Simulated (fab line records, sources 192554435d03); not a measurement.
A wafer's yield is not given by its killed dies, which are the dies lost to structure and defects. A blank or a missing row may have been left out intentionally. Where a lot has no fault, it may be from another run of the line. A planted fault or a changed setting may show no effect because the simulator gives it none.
fab line records ; flow n5Finfet
record lots=5; wafers=14; lastDay=17
route steps=1938 shown FIN_SAQP@114 BEOL_M4@1111 PASSIVATION@1936
lots with no fault: from the same line, run without faults
startH: the number of hours between the record's first day and the start of the first shown wafer of the lot ; waitH: time in hours since the lot's previous step ; " identical to the entry in the row above ; L1.1+2: one row covering several wafers at once ; - no value, or no start given ; * or withheld: withheld ; < > ~ a bound
route shown NAME@n: names a module that has steps shown in the file, with the first one's number in the route ; usual: mean/standard deviation of fault-free wafers ; same: alike in all rows ; chamber/n: place in a boat ; sites: the reading at each site ; _std_site: their standard deviation ; _edge_site: the outer-site mean with the inner-site mean subtracted ; radiusMm: for every site, how far away it sits from the centre of the wafer ; mask NAME#n: copy n ; behind: the most recent tool/chamber to have shaped the wafer ; hold: the reason the lot was held/the length of the hold in hours/how it ended ; device: the transistor (n, p or np) that didn't switch ; end of line: tests of these same wafers at the route's end ; a step given without rows: its recipe and nothing more ; killed: dies lost to structure and defects at the first sort, not the wafer's yield ; map: shows each die of a wafer: x if killed, . if not, _ if none is there
set.NAME: the run value of the setting; set.NAME@STEP: its run value at that earlier step ; model.NAME: the simulator's own value behind a step, which no gauge read
lots seen at some steps along the route; tables by step, rows by wafer
services: the hour from which a tool's chamber was out of use, counted from the record's first day as startH (under 0 if before that day), plus the number of hours and why
## steps
# step N5_FIN_SAQP_DESCUM_21
# recipe chemistry=O2; timeS=7.9; sourcePowerW=50; biasPowerW=20; pressureMtorr=20; rfFrequencyHz=2.712e+07; tempC=40; resist=CAR-ArF; o2FlowSccm=225
# step N5_FIN_SAQP_ETCH_51
# recipe chemistry=CF4; target=SiARC; targetDepthA=455; maskMaterial=CAR-ArF; timeS=75.8; ionEnergyEv=80; pressureMtorr=40; sourceW=545; biasW=36; Ar_flow_sccm=100; cf4FlowSccm=100; ends=cleared
# step N5_FIN_SAQP_ETCH_52
# recipe chemistry=N2/H2; target=SOC; targetDepthA=1000; overetchA=200; maskMaterial=SiARC; tempC=40; timeS=150; ionEnergyEv=200; pressureMtorr=30; sourceW=840; biasW=150; n2FlowSccm=200; h2FlowSccm=200; ends=endPoint
# step N5_FIN_SAQP_STRIP_53
# recipe chemistry=N2/H2; tempC=40; n2FlowSccm=200; h2FlowSccm=200; rfFrequencyHz=6e+07
# step N5_FIN_SAQP_HM_OPEN_73
# recipe chemistry=CHF3/O2; target=SiO2; stopOn=a-Si; targetDepthA=120; overEtchFrac=1.8; maskMaterial=SOC; timeS=16.8; pressureMtorr=30; sourceW=650; biasW=170; Ar_flow_sccm=200; CHF3_flow_sccm=50; O2_flow_sccm=5; ionEnergyEv=200; ends=endPoint
# step N5_FIN_SAQP_STRIP_74
# recipe chemistry=CHF3/O2; resist=SiARC; rfFrequencyHz=6e+07
# step N5_FIN_SAQP_MANDREL_ETCH_22
# recipe targetDepthA=600; chemistry=HBr/Cl2; target=a-Si; stopOn=SiNx; btTimeS=10; overEtchFrac=0.5; timeS=30; pressureMtorr=10; icpW=800; biasW=75; HBr_flow_sccm=150; Cl2_flow_sccm=80; ends=endPoint
# step N5_FIN_SAQP_STRIP_55
# recipe chemistry=N2/H2; powerW=500; tempC=40; pressureMtorr=50; rfFrequencyHz=6e+07; overashFraction=0.3; biasPowerW=28; h2Frac=0.5; n2FlowSccm=300; h2FlowSccm=300
# step N5_FIN_SAQP_STRIP_23
# recipe chemistry=SPM; timeS=750; tempC=130; h2so4H2o2VolRatio=4
# step N5_FIN_SAQP_SRD_66
# recipe dry=ipaMarangoni; timeS=30; tempC=23; rinseLiquid=diw
# step N5_FIN_SAQP_RECESS_75
# recipe chemistry=HF/NH3; target=SiO2; targetDepthA=144; afsCycles=3; tempC=30; sublimationTempC=180; sublimationTimeS=60
# usual drypumpMotorCurrentA=5.8/0.71; tempC=30.01/0.12
lot.wafer;tool;chamber;startH;waitH;drypumpMotorCurrentA;tempC
L339.2;vaporEtch-02;1;52.41;0.0;4.9;30.21
L339.3;vaporEtch-02;0;52.41;0.0;6.7;30.08
L339.4;vaporEtch-02;1;52.41;0.0;4.9;30.24
L341.1;vaporEtch-01;0;68.74;0.0;6.4;30.07
L341.3;vaporEtch-01;0;68.74;0.0;6.4;29.91
L341.5;vaporEtch-01;0;68.74;0.0;6.4;30.00
L342.3;vaporEtch-01;0;74.43;0.2;6.4;29.82
L342.6;vaporEtch-01;0;74.43;0.2;6.4;30.02
L343.3;vaporEtch-01;1;77.45;0.1;5.1;30.16
L343.4;vaporEtch-01;0;77.45;0.1;6.4;29.85
L343.6;vaporEtch-01;1;77.45;0.1;5.1;29.98
L353.1;vaporEtch-01;0;136.37;0.0;6.4;30.13
L353.5;vaporEtch-01;1;136.37;0.0;5.2;29.87
L353.6;vaporEtch-01;0;136.37;0.0;6.4;29.97
# step N5_FIN_SAQP_SPACER1_ALD_24
# recipe material=SiO2; targetThkA=203; tempC=300; aldPrecursorFamily=BDEAS; aldCoReactant=O2-plasma; pulseTimeS=1; purgeTimeS=2; coReactantPurgeTimeS=2; aldCycles=218; pressureTorr=2
# step N5_FIN_SAQP_SPACER1_ETCHBACK_25
# recipe chemistry=CHF3/O2; mode=anisotropicEtchback; target=SiO2; targetDepthA=244; timeS=12.2; pressureMtorr=30; sourceW=650; biasW=170; Ar_flow_sccm=200; CHF3_flow_sccm=50; O2_flow_sccm=5; ionEnergyEv=200
# step N5_FIN_SAQP_MANDREL1_REMOVE_56
# recipe chemistry=HBr/Cl2/O2; btTimeS=10; target=a-Si; stopOn=SiNx; endpoint=OES-SiCl; overEtchFrac=1; icpW=600; biasW=22; HBr_flow_sccm=150; Cl2_flow_sccm=80; O2_flow_sccm=5; pressureMtorr=10
# step N5_FIN_SAQP_ETCH_57
# recipe chemistry=CH3F/O2; target=SiNx; maskMaterial=SiO2; targetDepthA=325; timeS=46.4; pressureMtorr=30; sourceW=395; biasW=73; Ar_flow_sccm=150; CH3F_flow_sccm=30; O2_flow_sccm=20; ionEnergyEv=120; ends=cleared
# step N5_FIN_SAQP_ETCH_65
# recipe chemistry=CF4; target=SiO2; targetDepthA=40; ionEnergyEv=350; timeS=4.4; pressureMtorr=10; icpW=800; biasW=400; cf4FlowSccm=80
# step N5_FIN_SAQP_MANDREL_ETCH_58
# recipe chemistry=HBr/Cl2; target=a-Si; targetDepthA=450; btTimeS=10; stopOn=SiNx; maskMaterial=SiO2; overEtchFrac=0.8; timeS=27; pressureMtorr=10; icpW=800; biasW=75; HBr_flow_sccm=150; Cl2_flow_sccm=80; ends=endPoint
# step N5_FIN_SAQP_RECESS_63
# recipe chemistry=HF/NH3; target=SiO2; targetDepthA=180; afsCycles=3; tempC=30; sublimationTempC=180; sublimationTimeS=60
# step N5_FIN_SAQP_COAT_68
# recipe resist=SOC; tempC=250; timeS=60; spinRpm=1500; resistThkNm=100
# step N5_FIN_SAQP_ETCH_69
# recipe chemistry=N2/H2; target=SOC; targetDepthA=1500; stopOn=SiNx; ionEnergyEv=100; biasW=61; pressureMtorr=30; sourceW=850; n2FlowSccm=200; h2FlowSccm=200
# step N5_FIN_SAQP_ETCH_67
# recipe chemistry=CH3F/O2; target=SiNx; targetDepthA=300; maskMaterial=SOC; pressureMtorr=30; sourceW=395; biasW=73; Ar_flow_sccm=150; CH3F_flow_sccm=30; O2_flow_sccm=20; ionEnergyEv=120
# step N5_FIN_SAQP_STRIP_70
# recipe chemistry=N2/H2; powerW=500; tempC=40; pressureMtorr=50; rfFrequencyHz=6e+07; overashFraction=0.3; biasPowerW=28; h2Frac=0.5; n2FlowSccm=300; h2FlowSccm=300
# step N5_FIN_SAQP_RECESS_71
# recipe chemistry=HF/NH3; target=SiO2; targetDepthA=30; afsCycles=1; tempC=30; sublimationTempC=180; sublimationTimeS=60
# step N5_FIN_SAQP_SPACER2_ALD_28
# recipe material=SiO2; targetThkA=81; tempC=300; aldPrecursorFamily=BDEAS; aldCoReactant=O2-plasma; pulseTimeS=1; purgeTimeS=2; coReactantPurgeTimeS=2; pressureTorr=2
# step N5_FIN_SAQP_SPACER2_ETCHBACK_29
# recipe chemistry=CHF3/O2; mode=anisotropicEtchback; target=SiO2; targetDepthA=122; timeS=6.1; pressureMtorr=30; sourceW=650; biasW=170; Ar_flow_sccm=200; CHF3_flow_sccm=50; O2_flow_sccm=5; ionEnergyEv=200
# step N5_FIN_SAQP_MANDREL2_REMOVE_60
# recipe chemistry=HBr/Cl2/O2; btTimeS=10; target=a-Si; stopOn=SiNx; endpoint=OES-SiCl; overEtchFrac=1; icpW=600; biasW=22; HBr_flow_sccm=150; Cl2_flow_sccm=80; O2_flow_sccm=5; pressureMtorr=10
# step N5_FIN_SAQP_HM_OPEN_33
# recipe chemistry=CH3F/O2; target=SiNx; maskMaterial=SiO2; targetDepthA=494; timeS=70.6; pressureMtorr=30; sourceW=395; biasW=73; Ar_flow_sccm=150; CH3F_flow_sccm=30; O2_flow_sccm=20; ionEnergyEv=120; ends=cleared
# step N5_FIN_SAQP_ETCH_34
# recipe chemistry=C4F6/O2; target=SiO2; targetDepthA=450; timeS=15; ionEnergyEv=250; pressureMtorr=30; sourceW=345; biasW=185; Ar_flow_sccm=300; C4F6_flow_sccm=10; O2_flow_sccm=10; ends=cleared
# step N5_FIN_SAQP_STRIP_77
# recipe chemistry=N2/H2; timeS=90; powerW=100; tempC=40; pressureMtorr=100; rfFrequencyHz=6e+07; biasPowerW=3; n2FlowSccm=300; h2FlowSccm=300
# step N5_FIN_SAQP_ETCH_64
# recipe chemistry=CF4; target=SiO2; targetDepthA=15; ionEnergyEv=350; pressureMtorr=10; icpW=800; biasW=400; cf4FlowSccm=80
# step N5_FIN_SAQP_FIN_ETCH_36
# recipe chemistry=HBr/Cl2/O2; targetDepthA=1200; maskMaterial=SiNx; timeS=50.4; biasW=102; pressureMtorr=10; icpW=800; HBr_flow_sccm=150; Cl2_flow_sccm=80; O2_flow_sccm=12
# step N5_FIN_SAQP_PRECLEAN_38
# recipe chemistry=O3/DIW; timeS=45; tempC=22; o3Ppm=10
# step N5_FIN_SAQP_PRECLEAN_45
# recipe chemistry=dHF; timeS=10; dilution=500:1; tempC=25
# step N5_FIN_SAQP_SRD_39
# recipe dry=ipaMarangoni; timeS=30; tempC=23; rinseLiquid=diw
# step N5_BEOL_M4_RC_MEAS_101
# usual DIBL_N=36.7/2.6; DIBL_P=36.9/2.8; IOFF_N=0.17/0.043; IOFF_P=0.22/0.05; ION_N=678/15; ION_P=465/9.2; SS_N=71.6/0.79; SS_P=73.5/0.82; VT_N=250/3.9; VT_P=-250/3.7
lot.wafer;tool;chamber;startH;waitH;DIBL_N[mV/V];DIBL_P[mV/V];IOFF_N[nA/um];IOFF_P[nA/um];ION_N[uA/um];ION_P[uA/um];SS_N[mV/dec];SS_P[mV/dec];VT_N[mV];VT_P[mV]
L341.1;prober-01;0;206.49;0.0;32.7;32.4;0.10;0.15;657;463;70.2;72.2;260;-257
L341.5;prober-01;0;206.49;0.0;33.1;32.5;0.11;0.14;665;462;70.2;71.9;255;-254
L339.2;prober-02;0;222.51;0.2;33.7;34.1;0.11;0.17;662;461;71.0;73.3;254;-252
L339.3;prober-02;0;222.51;0.2;37.2;36.5;0.17;0.21;672;463;72.6;73.8;255;-250
L339.4;prober-02;0;222.51;0.2;35.5;35.9;0.15;0.21;695;482;71.2;73.3;249;-246
L342.6;prober-02;0;242.90;0.8;33.3;30.9;0.10;0.16;661;457;70.8;71.7;257;-251
L343.4;prober-01;0;244.04;0.5;38.4;38.3;0.16;0.21;662;454;71.7;74.0;253;-254
L343.6;prober-01;0;244.04;0.5;37.3;36.5;0.14;0.18;662;450;72.0;73.8;254;-254
L353.1;prober-02;0;300.41;0.0;34.9;35.5;0.14;0.20;680;466;71.7;72.9;252;-250
L353.5;prober-02;0;300.41;0.0;31.8;32.6;0.11;0.17;676;470;71.5;72.2;254;-249
L353.6;prober-02;0;300.41;0.0;33.3;32.2;0.12;0.15;650;447;71.5;72.4;255;-253
# step N5_PASSIVATION_PROBE_49
# usual defectLimitedYield=91.0/1.4; killed_at_M0_to_M3=36/9.6; killed_at_M4_up=14/6.1; killedAtContacts=13/6.6; killedAtFrontEnd=40/11; killedAtOther=3.2/2.9; killedDies=106/17; killedOnRim=14/3.9; killedOpen=71/12; killedShort=33/7.3; sort_bin_5_function=5.3/1; sort_bin_6_memory=3.4/0.68; sort_bin_8_speed=0.0/0.51; sortNPass=1073/19; sortYieldPct=91.0/1.6
# same grossDies=1180; killedAtBackSide=0; sort_bin_4_leakage[%]=0
lot.wafer;tool;chamber;startH;waitH;defectLimitedYield[%];killed_at_M0_to_M3;killed_at_M4_up;killedAtContacts;killedAtFrontEnd;killedAtOther;killedDies;killedOnRim;killedOpen;killedShort;sort_bin_5_function[%];sort_bin_6_memory[%];sort_bin_8_speed[%];sortNPass;sortYieldPct[%]
L341.1;prober-02;-;311.72;0.0;92.9;15;15;13;39;2;84;9;48;36;3.7;3.1;0;1096;92.9
L341.3;prober-02;-;311.82;0.1;30.0;25;25;14;757;5;826;149;88;41;7.4;3.5;0;354;30.0
L341.5;prober-02;-;311.92;0.2;91.6;28;20;12;33;6;99;15;68;28;4.0;3.7;0;1081;91.6
L339.2;prober-01;-;327.24;0.1;90.3;42;26;14;32;0;114;12;81;26;6.1;3.6;0;1066;90.3
L339.3;prober-01;-;327.29;0.1;89.6;44;22;12;44;1;123;16;90;33;6.5;3.6;0;1057;89.6
L339.4;prober-01;-;327.34;0.2;92.1;37;18;12;23;3;93;11;55;36;4.4;2.8;0;1087;92.1
L343.3;prober-02;-;346.94;0.1;28.2;34;5;22;782;4;847;149;75;39;5.3;4.1;0;333;28.2
L343.4;prober-02;-;346.99;0.2;89.7;31;11;3;73;3;121;14;77;29;6.5;3.4;0;1059;89.7
L343.6;prober-02;-;347.09;0.3;90.5;42;12;6;40;12;112;14;76;36;5.3;4.0;0;1068;90.5
L342.3;prober-02;-;353.70;0.1;31.2;40;8;24;740;0;812;150;64;36;5.3;3.2;0;368;31.2
L342.6;prober-02;-;353.85;0.3;90.3;41;15;13;45;1;115;19;86;27;6.1;3.3;0;1065;90.3
L353.1;prober-01;-;409.42;0.0;90.3;35;26;15;34;5;115;17;81;28;5.6;3.9;0;1065;90.3
L353.5;prober-01;-;409.62;0.2;92.2;33;7;14;35;3;92;12;61;27;4.2;3.3;0;1088;92.2
L353.6;prober-01;-;409.67;0.3;89.7;44;11;17;43;6;121;15;85;34;6.6;3.3;0.1;1058;89.7
# killed by level:class
L341.1 FIN_SAQP:geometricParticle:open=12 MOL_CONTACT_COAG:geometricParticle:open=8 FIN_SAQP:geometricParticle:short=6 STI_FIN_REVEAL:geometricParticle:open=6 BEOL_M0_SAQP:geometricParticle:short=6 MOL_CONTACT_COAG:geometricParticle:short=5 BEOL_M4:geometricParticle:open=5 ILD0:geometricParticle:short=3
L341.3 FIN_SAQP:areaRecess=695 FIN_SAQP:geometricParticle:open=31 BEOL_M4:geometricParticle:open=13 MOL_CONTACT_COAG:geometricParticle:open=10 FIN_SAQP:geometricParticle:short=7 BEOL_M0_SAQP:geometricParticle:open=7 BEOL_M3:geometricParticle:open=6 BEOL_M7:geometricParticle:open=5
L341.5 MOL_CONTACT_COAG:geometricParticle:open=10 BEOL_M4:geometricParticle:open=9 BEOL_M3:geometricParticle:open=6 ILD0:geometricParticle:open=5 BEOL_M0_SAQP:geometricParticle:short=5 BEOL_M0_SAQP:geometricParticle:open=5 BEOL_M2:geometricParticle:open=5 BEOL_M4:geometricParticle:short=5
L339.2 MOL_CONTACT_COAG:geometricParticle:open=11 BEOL_M0_SAQP:geometricParticle:open=11 BEOL_M1:geometricParticle:open=11 BEOL_M5:geometricParticle:open=8 STI_FIN_REVEAL:geometricParticle:open=7 BEOL_M2:geometricParticle:open=6 BEOL_M3:geometricParticle:open=6 FIN_SAQP:geometricParticle:open=5
L339.3 BEOL_M4:geometricParticle:open=11 BEOL_M0_SAQP:geometricParticle:open=11 FIN_SAQP:geometricParticle:open=10 FIN_SAQP:geometricParticle:short=10 MOL_CONTACT_COAG:geometricParticle:open=10 BEOL_M2:geometricParticle:open=9 STI_FIN_REVEAL:geometricParticle:open=6 BEOL_M1:geometricParticle:open=6
L339.4 BEOL_M1:geometricParticle:open=12 MOL_CONTACT_COAG:geometricParticle:open=9 BEOL_M4:geometricParticle:open=6 BEOL_M3:geometricParticle:open=5 BEOL_M0_SAQP:geometricParticle:short=5 BEOL_M0_SAQP:geometricParticle:open=5 STI_FIN_REVEAL:geometricParticle:open=4 BEOL_M2:geometricParticle:open=4
L343.3 FIN_SAQP:areaRecess=733 MOL_CONTACT_COAG:geometricParticle:open=16 STI_FIN_REVEAL:geometricParticle:open=14 BEOL_M3:geometricParticle:open=9 BEOL_M0_SAQP:geometricParticle:short=7 BEOL_M2:geometricParticle:open=7 FIN_SAQP:geometricParticle:open=6 MOL_CONTACT_COAG:geometricParticle:short=6
L343.4 FIN_SAQP:geometricParticle:open=26 FIN_CUT:areaEtch=14 BEOL_M0_SAQP:geometricParticle:short=10 STI_FIN_REVEAL:geometricParticle:open=7 DUMMY_GATE:geometricParticle:open=6 BEOL_M2:geometricParticle:open=6 BEOL_M3:geometricParticle:open=5 BEOL_M4:geometricParticle:open=5
L343.6 FIN_SAQP:geometricParticle:open=13 BEOL_M0_SAQP:geometricParticle:open=10 BEOL_M3:geometricParticle:open=8 BEOL_M2:geometricParticle:open=8 DUMMY_GATE:geometricParticle:open=6 BEOL_M0_SAQP:geometricParticle:short=6 FIN_SAQP:geometricParticle:short=5 BEOL_M3:geometricParticle:short=5
L342.3 FIN_SAQP:areaRecess=712 MOL_CONTACT_COAG:geometricParticle:open=18 GATE_CUT:geometricParticle:short=7 BEOL_M0_SAQP:geometricParticle:open=7 BEOL_M0_SAQP:geometricParticle:short=7 STI_FIN_REVEAL:geometricParticle:open=6 MOL_CONTACT_COAG:geometricParticle:short=6 BEOL_M3:geometricParticle:short=6
L342.6 STI_FIN_REVEAL:geometricParticle:open=20 MOL_CONTACT_COAG:geometricParticle:open=10 BEOL_M2:geometricParticle:open=10 BEOL_M0_SAQP:geometricParticle:short=9 BEOL_M0_SAQP:geometricParticle:open=7 DUMMY_GATE:geometricParticle:open=7 BEOL_M1:geometricParticle:open=7 BEOL_M5:geometricParticle:open=6
L353.1 MOL_CONTACT_COAG:geometricParticle:open=12 BEOL_M1:geometricParticle:open=11 BEOL_M2:geometricParticle:open=9 BEOL_M5:geometricParticle:open=7 FIN_SAQP:geometricParticle:open=6 STI_FIN_REVEAL:geometricParticle:open=6 BEOL_M4:geometricParticle:short=6 FIN_CUT:geometricParticle:open=4
L353.5 MOL_CONTACT_COAG:geometricParticle:open=12 BEOL_M1:geometricParticle:open=9 FIN_SAQP:geometricParticle:open=8 STI_FIN_REVEAL:geometricParticle:open=8 FIN_SAQP:geometricParticle:short=7 BEOL_M2:geometricParticle:open=7 BEOL_M0_SAQP:geometricParticle:open=5 BEOL_M1:geometricParticle:short=4
L353.6 STI_FIN_REVEAL:geometricParticle:open=17 BEOL_M1:geometricParticle:open=15 MOL_CONTACT_COAG:geometricParticle:open=14 FIN_SAQP:geometricParticle:open=9 BEOL_M5:geometricParticle:open=7 BEOL_M2:geometricParticle:open=7 FIN_SAQP:geometricParticle:short=6 BEOL_M2:geometricParticle:short=6
# map L341.3 (x killed, . not)
_________________xxxxxxxxxxxx________________
______________xxxxxxxxxxxxxxxxxx_____________
___________xxxxxxxxxxxxxxxxx.xxx..x__________
__________xxxxxxxxxxxxxxxxx.xxxxxxxx_________
________xxxxxxx.xx.xxxx.xxxxxxxxxxxxxx_______
_______xxxxxxxx..xxxx.xxxx.xxxxxxxxxxxx______
______xxxxxxxx.xx..xxxxxxxxxxxxxxxxxxxxx_____
_____xxxxxxxxxxxx.x..xx.xx..x.x.x.xxxxxxx____
____xxxxxxx.xxxx..x...xx...x.xx.xxxxxxxxxx___
___xxxxxxxxxxx.x...x...x.x.xx......xxxxxxxx__
___xxxxx.xx.xx.x.xxx..xxx.x..xxxxxxxxxxxx.x__
__xxxxxxx.xx.x.x..x...x..x....x...xxxxxxxxxx_
__xxx.xxxx....x..x..xx.....x..x...x.xxxxxxxx_
_xxxxxxxx.xx..xx......xxx.xx.x.....xxxxxxxxxx
_xxxxxxxxx...xx.......x...x....xx...xxxxxxxxx
_xxxxx.xx.xxxx...x...xx......xx..x..xx.xxxxxx
_xxxxx.x..xx............x......xxxxxx.x.xxxxx
_xxxxx.x.x.x.....x...........x...x.x..xxxxxxx
_xxxxxx.xxx.x......x...x........xxxx.xxxxxxxx
_xxxxxx..x.x.xx.xxxx.x......x.x...x..xxx.x.xx
_xxxxx.xxx..x......xx....xxx.x.....xxxx.xxxxx
__xxxxxx.xxx..x..xx..x.xx..xx.x.xxx..xxxxxxx_
__xxxxxx.xxxx..x..xxx...xxx..x..xx.x.xx.xxxx_
___xxxxxxxx.x..x.....x..x.x.x.xxx.x.xxxxxxx__
___xxxxxxxxxx......x.xx.x....xxxxxx.xxxxxxx__
____x.xxxxxxx.x...xxx....xxxxxxxxx.xxxxxxx___
_____xxxxxxx..x.xxxxx.x.xxx.x.xxxxxxxxxxx____
______xxxxxxxxxx....xx.xxxxxxxxxxxxxxxxx_____
_______xxxxxxxxx...xxxxx.x.xxxxxxxxx.xx______
________xxx.x..xxx.xx.x.xx.xxxxxx.xxxx_______
__________xxxxxxxxxxx.xxxxxxxxxxxxxx_________
___________xxxxxxxxxxxxxxxxxxxxxxxx__________
______________xxxxxxxxxxxx.xxxxx_____________
_________________xxxxxxxxxxxx________________
# map L342.3 (x killed, . not)
_________________xxxxxxxxxxxx________________
______________xxxxxxxxxxxxxxxxxx_____________
___________xxxxxxxxxxx.xxxxxxxxxxxx__________
__________xxxxxxxxxxx..xxxxxxxxxxxxx_________
________xxxxxxxxx.xxx.x.xxxxxxxxxxxxxx_______
_______xxx.x..xxxxxxxx.xxx.....xxxxxxxx______
______xxx.x.xxxxx...x..x..xx.x..xxxxxxxx_____
_____xxx.xxxxxxx.x..xxx.xxxx.xx.xx.xxxxxx____
____xxxxxxxxx...x.......xx.xx.xxxxxxxxxxxx___
___xxxxx.x.xx.xxx.xx...x...xx.x.xx.xxx.xx.x__
___xxxxxx.xx....x....x..xx.xx.xxxx.xxxxxxxx__
__xxxx..xx.....x.....xx..xx...xxx.xx..xxxxxx_
__xxxx.xx.xxxxxx...xx.....xx..xxx.x.xxxxxxxx_
_xxxxxx.xx.x.........x.......x..x....xxxxxxxx
_xxxxxxx....x...x..........x......x.x..xxxxxx
_x.xxxx.x.xxxx..x..x....x..x....xx.xx.xxxxxxx
_xxx.xxx.x..x....x........x...xxxxxxx.xxxxxxx
_xxx.xx..x....x..xx.x.x.xx.xxxxx.x.xx.xxxxxxx
_xxxx..xxx...........xxx....x.x..xxx..xxxx.xx
_xx.xxxx..x...xxxx.........x.x...xxxxxxxxxxxx
_xxxxxxxxxxx...x...x.x..........xxxxxxxxx.xxx
__xxxxx..x..x.x..x..x.....x..x.xx.xxx.xxxxxx_
__xxx.xxxxx...xx.x..........xxxxx.xxxxxxxxxx_
___xxxxxxx.xxx..xx....x.x.xxxxxx..xxxxxxxxx__
___xxxxx.xxx..x.x...xx..xx.xxx.xxxxxxxxxxxx__
____xxxxxxxx..xx...x.xx....xxx.xxxxxxxxxxx___
_____xxx.xxx.xxx.xx.x.x.x..xx.x.xxxxxxxxx____
______xxxxxxxxx.x.x.xxx..xxxx.xx.xxxxxxx_____
_______xxxxx.xxxx.xxxxx..xxxx.xxxxxxxxx______
________xxxxxxxxxxxx.xxxxxxxxxxxxxxxxx_______
__________xxxxxxxxxxxxxx.xxxxxxxxxxx_________
___________xxxxxxxxxxxxxxxxxxxxxxxx__________
______________xxxxxxxxxxxxxxxxxx_____________
_________________xxxxxxxxxxx.________________
## services
tool;chamber;startH;hours;kind
vaporEtch-02;-;32.28;0.6;repair
## key
firstSign step=N5_PASSIVATION_PROBE_49; reading=killedAtFrontEnd; direction=up; sigmas=65; usual=40; struck=760
effect step=N5_PASSIVATION_PROBE_49; reading=defectLimitedYield; direction=down; sigmas=43; usual=91.0; struck=29.8
moreKillsBornAt N5_FIN_SAQP_RECESS_75@vaporEtch-01=2140
metAt N5_FIN_SAQP_RECESS_75
struckWafers L341.3,L342.3,L343.3
laterRowsLeftOut L341.3,L342.3,L343.3
baselineLoss step=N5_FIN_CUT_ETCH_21; wafers=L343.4
fault kind=processParameterDrift; tool=vaporEtch-01; chamber=-; onsetH=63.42; steps=N5_FIN_SAQP_RECESS_75; channel=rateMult; offset=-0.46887; shape=step; endH=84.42; scope=struckWafersOnly
# laterRowsLeftOut: the simulator's readings of these wafers behind a module that went badly wrong aren't trusted and aren't shown, but for the sort
# baselineLoss: these wafers lose ten dies or more at that step, a loss of the line's own and not of a fault; the sort's usual values leave them out
